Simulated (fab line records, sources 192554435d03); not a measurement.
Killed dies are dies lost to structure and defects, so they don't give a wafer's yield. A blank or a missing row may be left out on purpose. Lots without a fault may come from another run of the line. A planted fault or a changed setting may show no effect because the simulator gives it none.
Which tool did it? | flow n5_finfet | 24 lots, 72 wafers sampled, at 6 steps of a route of 1938

WHAT THE GAUGES READ, wafer by wafer
N5_FIN_SAQP_THK_MEAS_05.
lot  | measured    | on            | thk_nm (nm)
L074 | day 1 21:45 | film_metro-02 | 37.8 38.3 38.2
L075 | day 2 03:16 | film_metro-01 | 38.3 38.9 38.7
L076 | day 2 09:12 | film_metro-01 | 37.7 37.3 38.0
L077 | day 2 15:50 | film_metro-01 | 37.9 38.5 38.6
L078 | day 2 21:25 | film_metro-02 | 38.1 37.9 37.9
L079 | day 3 03:22 | film_metro-01 | 37.2 37.6 38.4
L080 | day 3 09:26 | film_metro-02 | 37.1 38.0 37.8
L081 | day 3 15:01 | film_metro-02 | 38.7 38.4 38.3
L082 | day 3 22:02 | film_metro-02 | 37.4 37.9 38.2
L083 | day 4 03:45 | film_metro-01 | 37.6 37.8 37.8
L084 | day 4 09:41 | film_metro-01 | 38.8 38.4 38.7
L085 | day 4 15:53 | film_metro-01 | 37.7 37.4 37.9
L086 | day 4 23:36 | film_metro-01 | 36.8 38.3 38.2
L087 | day 5 05:16 | film_metro-02 | 37.4 38.2 38.4
L088 | day 5 10:02 | film_metro-02 | 36.9 37.9 38.0
L089 | day 5 16:00 | film_metro-01 | 38.0 38.4 38.0
L090 | day 5 21:38 | film_metro-02 | 37.4 37.8 38.3
L091 | day 6 03:39 | film_metro-02 | 37.8 38.1 37.4
L092 | day 6 09:43 | film_metro-01 | 37.8 37.0 38.4
L093 | day 6 15:14 | film_metro-01 | 37.6 37.8 38.2
L094 | day 6 21:19 | film_metro-01 | 38.0 38.0 38.5
L095 | day 7 02:55 | film_metro-01 | 38.8 38.1 38.6
L096 | day 7 09:38 | film_metro-02 | 37.6 38.3 37.6
L097 | day 7 16:01 | film_metro-02 | 37.8 38.3 38.2

N5_FIN_SAQP_OVL_MEAS_17.
lot  | measured    | on         | FIN_CORE_OVL (nm)
L074 | day 1 22:23 | overlay-02 | 0.7 0.0 0.9
L075 | day 2 03:56 | overlay-02 | 1.6 1.1 0.4
L076 | day 2 09:58 | overlay-02 | 0.3 -0.8 2.0
L077 | day 2 17:32 | overlay-02 | 0.1 -0.4 -1.4
L078 | day 2 22:09 | overlay-02 | -0.2 1.3 0.9
L079 | day 3 04:06 | overlay-02 | -1.4 -0.3 0.3
L080 | day 3 10:03 | overlay-01 | -0.8 -0.2 -0.9
L081 | day 3 15:37 | overlay-01 | 0.8 1.1 1.8
L082 | day 3 22:47 | overlay-02 | 0.2 0.1 0.9
L083 | day 4 04:29 | overlay-01 | -0.5 0.7 -2.2
L084 | day 4 10:17 | overlay-01 | -0.7 0.1 0.4
L085 | day 4 16:30 | overlay-02 | -1.3 0.3 -0.2
L086 | day 5 00:12 | overlay-01 | -0.1 0.5 1.3
L087 | day 5 06:00 | overlay-02 | 0.3 -0.2 0.5
L088 | day 5 10:46 | overlay-02 | 0.0 -0.6 0.1
L089 | day 5 16:44 | overlay-02 | -0.4 -2.0 -0.3
L090 | day 5 22:15 | overlay-02 | -0.2 -0.5 0.8
L091 | day 6 04:23 | overlay-02 | -0.2 -1.2 0.9
L092 | day 6 10:22 | overlay-01 | -1.3 -2.3 0.2
L093 | day 6 15:50 | overlay-01 | -1.0 0.2 -1.4
L094 | day 6 22:05 | overlay-01 | 0.2 1.6 2.8
L095 | day 7 03:39 | overlay-02 | 0.7 0.3 0.7
L096 | day 7 10:23 | overlay-02 | -0.8 0.0 -1.3
L097 | day 7 16:49 | overlay-02 | -0.8 -0.7 -1.5

N5_FIN_SAQP_CD_MEAS_31: target cd 8 nm.
lot  | measured    | on        | cd_nm (nm)
L074 | day 2 02:17 | cd_sem-03 | 8.26 8.35 7.96
L075 | day 2 07:49 | cd_sem-01 | 8.07 8.24 7.94
L076 | day 2 13:34 | cd_sem-02 | 8.12 8.00 7.95
L077 | day 2 21:22 | cd_sem-02 | 8.00 7.66 7.93
L078 | day 3 02:20 | cd_sem-03 | 8.27 7.81 8.36
L079 | day 3 07:56 | cd_sem-02 | 8.14 7.75 8.03
L080 | day 3 13:49 | cd_sem-01 | 8.39 8.03 8.07
L081 | day 3 19:52 | cd_sem-01 | 8.14 8.25 7.83
L082 | day 4 02:43 | cd_sem-02 | 8.02 8.15 8.23
L083 | day 4 10:10 | cd_sem-02 | 8.45 8.30 8.15
L084 | day 4 14:20 | cd_sem-01 | 8.24 7.93 7.90
L085 | day 4 22:03 | cd_sem-01 | 7.78 7.88 8.51
L086 | day 5 05:32 | cd_sem-02 | 8.06 8.48 8.43
L087 | day 5 10:15 | cd_sem-03 | 8.26 8.19 8.17
L088 | day 5 14:38 | cd_sem-03 | 7.84 7.87 8.01
L089 | day 5 20:26 | cd_sem-02 | 8.26 8.05 8.18
L090 | day 6 01:52 | cd_sem-03 | 8.28 7.92 8.05
L091 | day 6 09:12 | cd_sem-02 | 7.85 8.01 7.68
L092 | day 6 14:25 | cd_sem-03 | 8.18 7.97 8.17
L093 | day 6 19:29 | cd_sem-01 | 8.12 8.22 8.51
L094 | day 7 02:37 | cd_sem-03 | 8.32 8.30 8.50
L095 | day 7 07:24 | cd_sem-03 | 8.25 8.40 8.43
L096 | day 7 14:11 | cd_sem-03 | 8.15 8.08 8.31
L097 | day 7 20:45 | cd_sem-01 | 8.08 7.96 8.47

WHICH TOOL RAN EACH LOT (tool, then ch and the chambers of the sampled wafers, then the start)
lot  | N5_WELL_APT_RTA_34              | N5_FIN_SAQP_SPACER1_ETCHBACK_25   | N5_FIN_SAQP_ETCH_57
L074 | rtp_anneal-01 ch 0, day 1 16:11 | rie_diel-04 ch 0,1,3, day 2 00:26 | rie_diel-04 ch 1,2,3, day 2 00:47
L075 | rtp_anneal-02 ch 0, day 1 22:07 | rie_diel-04 ch 0,1,3, day 2 05:58 | rie_diel-02 ch 0,2,3, day 2 06:12
L076 | rtp_anneal-02 ch 0, day 2 04:11 | rie_diel-05 ch 0,2,3, day 2 11:49 | rie_diel-04 ch 1,2,3, day 2 12:04
L077 | rtp_anneal-01 ch 0, day 2 10:09 | rie_diel-02 ch 0,2, day 2 19:31   | rie_diel-04 ch 0,1,3, day 2 19:46
L078 | rtp_anneal-01 ch 0, day 2 15:55 | rie_diel-04 ch 0,1,2, day 3 00:29 | rie_diel-05 ch 0,3, day 3 00:44
L079 | rtp_anneal-01 ch 0, day 2 21:44 | rie_diel-05 ch 0,2,3, day 3 06:09 | rie_diel-02 ch 0,1,3, day 3 06:24
L080 | rtp_anneal-01 ch 0, day 3 03:45 | rie_diel-04 ch 2,3, day 3 11:55   | rie_diel-02 ch 0,3, day 3 12:10
L081 | rtp_anneal-01 ch 0, day 3 09:45 | rie_diel-04 ch 0,2,3, day 3 17:29 | rie_diel-05 ch 1,2,3, day 3 17:44
L082 | rtp_anneal-02 ch 0, day 3 15:52 | rie_diel-05 ch 0,1,2, day 4 00:55 | rie_diel-05 ch 0,1, day 4 01:14
L083 | rtp_anneal-01 ch 0, day 3 22:17 | rie_diel-02 ch 0,1,2, day 4 08:17 | rie_diel-04 ch 1,2,3, day 4 08:32
L084 | rtp_anneal-02 ch 0, day 4 04:16 | rie_diel-04 ch 0,1,2, day 4 12:23 | rie_diel-04 ch 0,1,2, day 4 12:38
L085 | rtp_anneal-02 ch 0, day 4 10:15 | rie_diel-04 ch 1,2, day 4 18:22   | rie_diel-04 ch 1,3, day 4 18:37
L086 | rtp_anneal-01 ch 0, day 4 16:16 | rie_diel-05 ch 1,2,3, day 5 02:58 | rie_diel-02 ch 0,2,3, day 5 03:14
L087 | rtp_anneal-01 ch 0, day 4 21:58 | rie_diel-02 ch 0,2, day 5 07:55   | rie_diel-05 ch 0,2, day 5 08:10
L088 | rtp_anneal-02 ch 0, day 5 04:02 | rie_diel-04 ch 0,1, day 5 12:45   | rie_diel-05 ch 1,2,3, day 5 13:08
L089 | rtp_anneal-02 ch 0, day 5 10:08 | rie_diel-04 ch 1,2,3, day 5 18:39 | rie_diel-05 ch 1,2,3, day 5 18:54
L090 | rtp_anneal-01 ch 0, day 5 16:08 | rie_diel-05 ch 2,3, day 6 00:07   | rie_diel-02 ch 1,2, day 6 00:22
L091 | rtp_anneal-01 ch 0, day 5 22:04 | rie_diel-04 ch 0,1,3, day 6 06:30 | rie_diel-04 ch 0,2,3, day 6 07:09
L092 | rtp_anneal-02 ch 0, day 6 04:03 | rie_diel-05 ch 2,3, day 6 12:22   | rie_diel-05 ch 1,2,3, day 6 12:37
L093 | rtp_anneal-01 ch 0, day 6 10:25 | rie_diel-04 ch 1,2,3, day 6 17:44 | rie_diel-04 ch 1,3, day 6 17:59
L094 | rtp_anneal-02 ch 0, day 6 16:27 | rie_diel-02 ch 0,1, day 7 00:40   | rie_diel-05 ch 1,3, day 7 01:02
L095 | rtp_anneal-01 ch 0, day 6 21:54 | rie_diel-04 ch 0,1,3, day 7 05:38 | rie_diel-02 ch 0,2,3, day 7 05:53
L096 | rtp_anneal-02 ch 0, day 7 04:26 | rie_diel-05 ch 0,2,3, day 7 12:25 | rie_diel-02 ch 1,3, day 7 12:41
L097 | rtp_anneal-01 ch 0, day 7 10:07 | rie_diel-05 ch 0,2, day 7 18:59   | rie_diel-05 ch 0,3, day 7 19:14
- N5_WELL_APT_RTA_34: time 10 s.
- N5_FIN_SAQP_SPACER1_ETCHBACK_25: etches SiO2 in CHF3/O2, target depth 24.4 nm, time 12.2 s.
- N5_FIN_SAQP_ETCH_57: etches SiNx in CH3F/O2, target depth 32.5 nm, time 46.4 s.

WHAT THE TOOLS THEMSELVES READ (means of the sampled wafers that have a number; where no wafer has one, the mark that the record gives instead)
N5_WELL_APT_RTA_34.
lot  | tool          | lamp_power_pct (%) | wafer_temp_C_max
L074 | rtp_anneal-01 | 12.98              | 1003.6
L075 | rtp_anneal-02 | 12.99              | 1003.0
L076 | rtp_anneal-02 | 12.98              | 1003.8
L077 | rtp_anneal-01 | 12.99              | 1004.7
L078 | rtp_anneal-01 | 13.02              | 1003.1
L079 | rtp_anneal-01 | 12.99              | 1003.0
L080 | rtp_anneal-01 | 13.08              | 1004.5
L081 | rtp_anneal-01 | 12.98              | 1005.8
L082 | rtp_anneal-02 | 12.99              | 1003.8
L083 | rtp_anneal-01 | 13.04              | 1003.4
L084 | rtp_anneal-02 | 13.01              | 1003.4
L085 | rtp_anneal-02 | 13.01              | 1004.3
L086 | rtp_anneal-01 | 12.97              | 1003.3
L087 | rtp_anneal-01 | 13.02              | 1002.6
L088 | rtp_anneal-02 | 13.02              | 1004.4
L089 | rtp_anneal-02 | 12.99              | 1003.0
L090 | rtp_anneal-01 | 12.97              | 1003.3
L091 | rtp_anneal-01 | 13.03              | 1004.5
L092 | rtp_anneal-02 | 13.02              | 1004.0
L093 | rtp_anneal-01 | 12.96              | 1003.7
L094 | rtp_anneal-02 | 12.97              | 1002.5
L095 | rtp_anneal-01 | 13.04              | 1003.5
L096 | rtp_anneal-02 | 13.07              | 1004.6
L097 | rtp_anneal-01 | 12.99              | 1004.1

N5_FIN_SAQP_SPACER1_ETCHBACK_25.
lot  | tool        | O2_flow_sccm (sccm) | drypump_motor_current_A (A) | oes_product_au (a.u.) | rf_vpp_V (V) | showerhead_plenum_p_Torr (Torr) | throttle_valve_pct (%)
L074 | rie_diel-04 | 4.996               | 5.6                         | 0.72                  | 524          | 2.38                            | 19.11
L075 | rie_diel-04 | 5.001               | 5.6                         | 0.72                  | 524          | 2.38                            | 19.10
L076 | rie_diel-05 | 4.994               | 6.2                         | 0.73                  | 526          | 2.49                            | 19.10
L077 | rie_diel-02 | 4.998               | 5.6                         | 0.79                  | 529          | 2.39                            | 18.84
L078 | rie_diel-04 | 5.006               | 5.6                         | 0.72                  | 523          | 2.36                            | 19.10
L079 | rie_diel-05 | 4.990               | 6.2                         | 0.72                  | 526          | 2.49                            | 19.10
L080 | rie_diel-04 | 5.014               | 5.1                         | 0.73                  | 525          | 2.45                            | 18.97
L081 | rie_diel-04 | 4.983               | 5.4                         | 0.72                  | 522          | 2.39                            | 18.99
L082 | rie_diel-05 | 5.015               | 5.8                         | 0.70                  | 523          | 2.42                            | 19.13
L083 | rie_diel-02 | 5.000               | 5.7                         | 0.79                  | 528          | 2.46                            | 18.86
L084 | rie_diel-04 | 4.999               | 5.6                         | 0.80                  | 522          | 2.35                            | 18.98
L085 | rie_diel-04 | 5.008               | 5.5                         | 0.89                  | 524          | 2.37                            | 18.96
L086 | rie_diel-05 | 5.002               | 5.9                         | 0.71                  | 518          | 2.43                            | 19.08
L087 | rie_diel-02 | 4.983               | 5.6                         | 0.76                  | 529          | 2.39                            | 18.87
L088 | rie_diel-04 | 4.982               | 5.9                         | 0.78                  | 522          | 2.31                            | 19.02
L089 | rie_diel-04 | 5.008               | 5.3                         | 0.79                  | 525          | 2.41                            | 18.99
L090 | rie_diel-05 | 4.996               | 6.3                         | 0.72                  | 522          | 2.50                            | 19.08
L091 | rie_diel-04 | 4.996               | 5.6                         | 0.78                  | 523          | 2.37                            | 19.02
L092 | rie_diel-05 | 4.994               | 6.1                         | 0.71                  | 520          | 2.49                            | 19.19
L093 | rie_diel-04 | 4.992               | 5.3                         | 0.78                  | 523          | 2.41                            | 19.01
L094 | rie_diel-02 | 4.991               | 5.6                         | 0.73                  | 526          | 2.37                            | 18.87
L095 | rie_diel-04 | 5.014               | 5.6                         | 0.77                  | 522          | 2.37                            | 19.03
L096 | rie_diel-05 | 5.002               | 6.2                         | 0.79                  | 526          | 2.48                            | 19.03
L097 | rie_diel-05 | 5.008               | 6.1                         | 0.86                  | 530          | 2.47                            | 18.94

N5_FIN_SAQP_ETCH_57.
lot  | tool        | CH3F_flow_sccm (sccm) | O2_flow_sccm (sccm) | drypump_motor_current_A (A) | etch_rf_on_time_s (s) | oes_product_au (a.u.) | rf_vpp_V (V) | showerhead_plenum_p_Torr (Torr) | throttle_valve_pct (%)
L074 | rie_diel-04 | 30.03                 | 19.99               | 5.3                         | 46.9                  | 0.63                  | 296          | 2.01                            | 16.54
L075 | rie_diel-02 | 30.01                 | 19.98               | 5.6                         | 46.4                  | 0.70                  | 300          | 1.99                            | 16.31
L076 | rie_diel-04 | 29.93                 | 19.97               | 5.2                         | 46.4                  | 0.62                  | 297          | 2.01                            | 16.55
L077 | rie_diel-04 | 30.05                 | 20.03               | 5.6                         | 46.1                  | 0.61                  | 297          | 1.98                            | 16.58
L078 | rie_diel-05 | 30.00                 | 20.02               | 6.5                         | 48.2                  | 0.62                  | 300          | 2.08                            | 16.46
L079 | rie_diel-02 | 30.11                 | 19.90               | 5.7                         | 46.8                  | 0.67                  | 297          | 1.98                            | 16.31
L080 | rie_diel-02 | 29.95                 | 20.04               | 5.6                         | 46.6                  | 0.65                  | 298          | 1.92                            | 16.32
L081 | rie_diel-05 | 29.99                 | 20.02               | 5.9                         | 46.1                  | 0.62                  | 294          | 2.02                            | 16.51
L082 | rie_diel-05 | 29.99                 | 19.95               | 6.0                         | 45.7                  | 0.60                  | 301          | 2.00                            | 16.56
L083 | rie_diel-04 | 29.97                 | 19.98               | 5.3                         | 46.7                  | 0.70                  | 297          | 2.00                            | 16.42
L084 | rie_diel-04 | 29.99                 | 19.93               | 5.6                         | 46.6                  | 0.69                  | 295          | 1.95                            | 16.43
L085 | rie_diel-04 | 29.94                 | 20.06               | 5.3                         | 46.1                  | 0.69                  | 299          | 2.03                            | 16.43
L086 | rie_diel-02 | 30.06                 | 19.98               | 5.6                         | 45.5                  | 0.68                  | 299          | 1.99                            | 16.37
L087 | rie_diel-05 | 30.07                 | 19.92               | 6.1                         | 47.8                  | 0.60                  | 301          | 2.06                            | 16.67
L088 | rie_diel-05 | 30.00                 | 19.98               | 5.9                         | 47.3                  | 0.60                  | 293          | 2.02                            | 16.53
L089 | rie_diel-05 | 30.03                 | 19.99               | 5.9                         | 46.4                  | 0.60                  | 294          | 2.02                            | 16.54
L090 | rie_diel-02 | 29.96                 | 20.00               | 5.6                         | 45.4                  | 0.69                  | 300          | 2.10                            | 16.33
L091 | rie_diel-04 | 30.14                 | 20.02               | 5.5                         | 45.8                  | 0.60                  | 296          | 1.98                            | 16.49
L092 | rie_diel-05 | 30.01                 | 19.99               | 5.9                         | 47.3                  | 0.60                  | 294          | 2.01                            | 16.56
L093 | rie_diel-04 | 29.98                 | 20.02               | 5.3                         | 46.1                  | 0.67                  | 299          | 2.02                            | 16.46
L094 | rie_diel-05 | 30.09                 | 19.94               | 5.8                         | 46.5                  | 0.59                  | 294          | 1.95                            | 16.48
L095 | rie_diel-02 | 30.05                 | 19.93               | 5.6                         | 47.2                  | 0.65                  | 299          | 1.98                            | 16.39
L096 | rie_diel-02 | 29.98                 | 20.00               | 5.6                         | 47.7                  | 0.65                  | 296          | 1.97                            | 16.44
L097 | rie_diel-05 | 30.09                 | 20.03               | 6.5                         | 47.7                  | 0.67                  | 298          | 2.06                            | 16.38

THE ANSWER, worked out from the rows above alone
Rule: what is usual is taken from the lots themselves. Put in order of their means at a reading, lots are off if they are a third of the lots or fewer, leave a main group of 4 or more, and stand apart from it by a gap of 3 or more times the standard deviation of the main group's means; of several such gaps the widest counts. A main group whose means are all the same, to the digits that the tables above print for the reading, isn't used. A lot without any number at a reading at which 4 lots or more have one is off too. The other lots that the step has rows for count as sound. The gauges are gone through in route order, then the tools' own readings, and for those a lot's mean is taken as printed above. The first step at which some lot is off is used, and at that step the reading that is off furthest; a lot without a number counts as furthest.
No lot is off at any reading shown: from this, nothing can be told.

WHAT THE SIMULATOR HAD PUT IN
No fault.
